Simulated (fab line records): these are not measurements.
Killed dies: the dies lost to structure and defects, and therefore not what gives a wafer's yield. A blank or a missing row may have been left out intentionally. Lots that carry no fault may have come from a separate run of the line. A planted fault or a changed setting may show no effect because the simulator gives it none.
A single fault, viewed from 2 desks -- flow nandHarc -- each desk holds nothing but its own numbers, with what lay behind them at the end

== THE TOOL OWNER'S DESK: rieDiel-07 ==
The tool's own readings at NHARC_A_CHANNEL_HOLE_D2_ETCH_44 (etches the open film in CF4/O2, target depth 140 nm, overetch 14 nm, time 77 s): means of the sampled wafers that have a number, for each lot that ran on this tool. Any lot whose mean is over 4 standard deviations away from the usual mean is out of limits and marked OUT; that distance is given in the brackets.
Columns: A = drypumpMotorCurrentA at NHARC_A_CHANNEL_HOLE_D2_ETCH_44, usual 5.8 A; B = oesProductAu at NHARC_A_CHANNEL_HOLE_D2_ETCH_44, usual 0.998 a.u.; C = rfVppV at NHARC_A_CHANNEL_HOLE_D2_ETCH_44, usual 197.9 V; D = showerheadPlenumPTorr at NHARC_A_CHANNEL_HOLE_D2_ETCH_44, usual 1.34 Torr; E = throttleValvePct at NHARC_A_CHANNEL_HOLE_D2_ETCH_44, usual 13.397 %
lot,first seen here,A,B,C,D,E
L779,day 15 03:53,5.5,1.006,197.9,1.32,13.388
L782,day 16 01:55,5.5,0.979,197.5,1.32,13.394
L791,day 19 12:11,5.5,1.004,197.2,1.33,13.393
L792,day 20 12:23,5.9,0.998,199.1,1.37,13.392
L797,day 22 06:11,5.7,0.999,197.5,1.36,13.400
L799,day 22 18:14,5.7,0.973,197.1,1.31,13.397
Result from this desk: across the 6 lots, nothing is out of limits.

== METROLOGY DESK ==
Means of the sampled wafers that have a number, per lot and without regard to the tool the lot ran on: this is what the gauges read. Any lot whose mean is over 4 standard deviations away from the usual mean is out of limits and marked OUT; that distance is given in the brackets.
Columns: A = overlayXNm at NHARC_A_CHANNEL_HOLE_D2_OVL_MEAS_11, usual 0.2 nm; B = overlayYNm at NHARC_A_CHANNEL_HOLE_D2_OVL_MEAS_11, usual -0.2 nm
lot,first seen here,A,B
L776,day 13 08:35,0.7,-1.0
L777,day 13 08:44,0.3,-1.8
L778,day 14 09:15,0.8,-0.9
L779,day 14 19:25,-0.3,0.4
L782,day 15 19:22,0.1,0.1
L790,day 19 04:11,0.4,-0.1
L791,day 19 06:11,0.4,0.6
L792,day 20 06:23,-1.0,-1.4
L795,day 20 20:35,1.9,0.5
L797,day 21 23:35,0.1,-1.8
L799,day 22 12:02,1.3,-0.8
Result from this desk: across the 11 lots, nothing is out of limits.

== PUT TOGETHER ==
The tool owner's desk saw nothing out of limits.
Metrology desk: nothing out of limits seen.

== WHAT THE SIMULATOR HAD PUT IN ==
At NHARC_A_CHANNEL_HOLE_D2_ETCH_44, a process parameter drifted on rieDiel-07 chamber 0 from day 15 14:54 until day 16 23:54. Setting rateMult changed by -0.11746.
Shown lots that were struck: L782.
